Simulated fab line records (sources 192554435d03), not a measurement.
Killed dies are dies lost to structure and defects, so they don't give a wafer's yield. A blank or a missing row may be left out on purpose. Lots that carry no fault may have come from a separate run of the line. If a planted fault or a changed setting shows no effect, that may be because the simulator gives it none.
Problem report in the 8D (eight disciplines) form, filled by code | flow n5-finfet | the parts of the form that need people (team, actions taken, sign-off) are left out

## 1. PROBLEM STATEMENT
CJ_N at N5_BEOL_M4_RC_MEAS_101 reads a mean of 4.90 on 6 wafers of 3 lots; wafers without a fault read 4.30 with a standard deviation of 0.078. Measured from the usual mean, that is +7.7 standard deviations.
First observed at day 11 17:28: wafer L440.3, on prober-01. The record holds 30 wafers of 10 lots with a number at this step. Rule for "out" (also "out of limits"): further than 4 standard deviations from the usual mean. The other wafers with a number count as sound.

## 2. WHAT THIS IS AND IS NOT
question                    | is                                             | is not
which readings at this step | CJ_N, RS_PWELL                                 | DIBL_N, DIBL_P, IOFF_N, IOFF_P, ION_P, SS_N, SS_P, VT_P
which lots                  | L439, L440, L445                               | L431, L432, L433, L435, L448, L449, L450
which wafers of those lots  | L439.3, L439.5, L440.3, L440.5, L440.6, L445.6 | L439.4, L445.2, L445.4
read on which gauges        | prober-01, prober-02                           | -
when                        | from day 11 17:28                              | up to then (12 sound wafers); but 12 sound wafers of L439, L445, L448, L449, L450 came after

## 3. SUSPECTS, AND WHAT RULES EACH OUT
Counting: any tool at a process step up to the reading remains a suspect provided it ran every lot that is out. Sound lots after the first of them don't rule it out here, since some wafers of a struck lot are sound.
- the gauge at N5_BEOL_M4_RC_MEAS_101: ruled out. 2 gauges (prober-01, prober-02) read the wafers that are out.
- epi-rpcvd-04 at N5_WELL_APT_EPI_41 (deposits Si from SiH4/H2, target thk 50 nm, time 297.7 s): kept. Every lot that is out went through it, the first being L439 (day 4 10:20); the last sound lot it ran before that was L435 (day 3 10:17). Out on those wafers are its own readings of run-length-s.
After counting, what remains is epi-rpcvd-04 at N5_WELL_APT_EPI_41.

## 4. THE CAUSE (what the simulator had put in)
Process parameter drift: epi-rpcvd-04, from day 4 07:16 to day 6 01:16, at N5_WELL_APT_EPI_41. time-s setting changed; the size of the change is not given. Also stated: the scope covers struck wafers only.
Only this tool survived the counting.

## 5. THE EFFECT CHAIN, in route order
Each row: a reading whose mean over the struck wafers that have a number lies more than 3 standard deviations from the usual. Only readings for which the record gives a usual standard deviation are gone through. hours: the time from each lot's start at the first step in this table that gives one to its start at this step, as a median over the lots. sigmas: the change in usual standard deviations.
hours | step                   | reading      | usual       | on struck wafers | change | sigmas
0     | N5_WELL_APT_EPI_41     | run-length-s | 358 s       | 306              | -52    | -17
169   | N5_BEOL_M4_RC_MEAS_101 | CJ_N         | 4.30        | 4.90             | +0.60  | +7.7
169   | N5_BEOL_M4_RC_MEAS_101 | CJ_P         | 5.83        | 4.73             | -1.10  | -5.5
169   | N5_BEOL_M4_RC_MEAS_101 | RS_PWELL     | 3010 ohm/sq | 3128             | +118   | +5.6
Here are the process steps it includes:
- N5_WELL_APT_EPI_41: deposits Si from SiH4/H2, target thk 50 nm, time 297.7 s.
Readings that are blank on the struck wafers while sound wafers have them: susceptor-temp-C at N5_WELL_APT_EPI_41.

## 6. WHAT WOULD HAVE CAUGHT IT SOONER
Counted from the fault's start at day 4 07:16, it took 178 hours until the first out-of-limits reading at a measuring or inspecting step in this record, taken at day 11 17:28.
Tool's own readings at N5_WELL_APT_EPI_41, run-length-s: out on all struck wafers the step has rows for; an alarm limit on them would have tripped on the first.
Each of the lots that are out, 3 in all, had begun N5_WELL_APT_EPI_41 on epi-rpcvd-04 no later than day 11 17:28. None of them would have been spared by holding the tool at that moment.
